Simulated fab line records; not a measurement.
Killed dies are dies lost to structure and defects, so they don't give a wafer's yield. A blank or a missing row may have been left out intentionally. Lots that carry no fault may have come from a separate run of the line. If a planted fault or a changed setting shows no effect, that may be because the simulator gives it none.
Which tool did it? | flow n5 finfet | 36 wafers sampled from 12 lots at 1 step of a route of 1938

## WHAT THE GAUGES SHOWED, per wafer
N5_GATE_CUT_CD_MEAS_13: target cd 20 nm.
lot  | measured     | on        | cd nm (nm)
L075 | day 4 16:22  | cd sem-01 | 19.95 20.20 20.40
L077 | day 5 05:39  | cd sem-02 | 19.99 20.24 20.26
L079 | day 5 20:06  | cd sem-01 | 19.67 19.55 19.74
L081 | day 6 09:17  | cd sem-01 | 20.10 20.34 20.44
L083 | day 6 18:28  | cd sem-02 | 19.84 19.87 20.24
L085 | day 7 10:15  | cd sem-01 | 20.00 20.25 19.95
L087 | day 7 20:18  | cd sem-03 | 19.91 19.81 20.34
L089 | day 8 07:31  | cd sem-01 | 19.84 19.87 19.78
L091 | day 8 18:54  | cd sem-02 | 20.13 20.06 19.83
L093 | day 9 09:27  | cd sem-03 | 19.97 20.04 20.20
L095 | day 9 18:31  | cd sem-01 | 20.24 19.70 20.07
L097 | day 10 11:48 | cd sem-03 | 20.28 19.66 20.07

## TOOL THAT RAN EACH LOT (tool first, then ch and the chambers of the sampled wafers, then the start)
There is no process step in the record ahead of these readings.

## THE ANSWER, worked out from the rows above alone
Rule: the lots themselves supply what counts as usual. Put in order of their means at a reading, lots are off if they are a third of the lots or fewer, leave a main group of 4 or more, and stand apart from it by a gap of 3 or more times the standard deviation of the main group's means; of several such gaps the widest counts. If all means in a main group match to the digits the tables above print for the reading, that group is not used. Also off: a lot with no number at a reading for which 4 or more lots have one. Any other lot the step has rows for is counted as sound.
No lot is off on any of the readings shown, so nothing can be concluded from this.

## WHAT THE SIMULATOR HAD PUT IN
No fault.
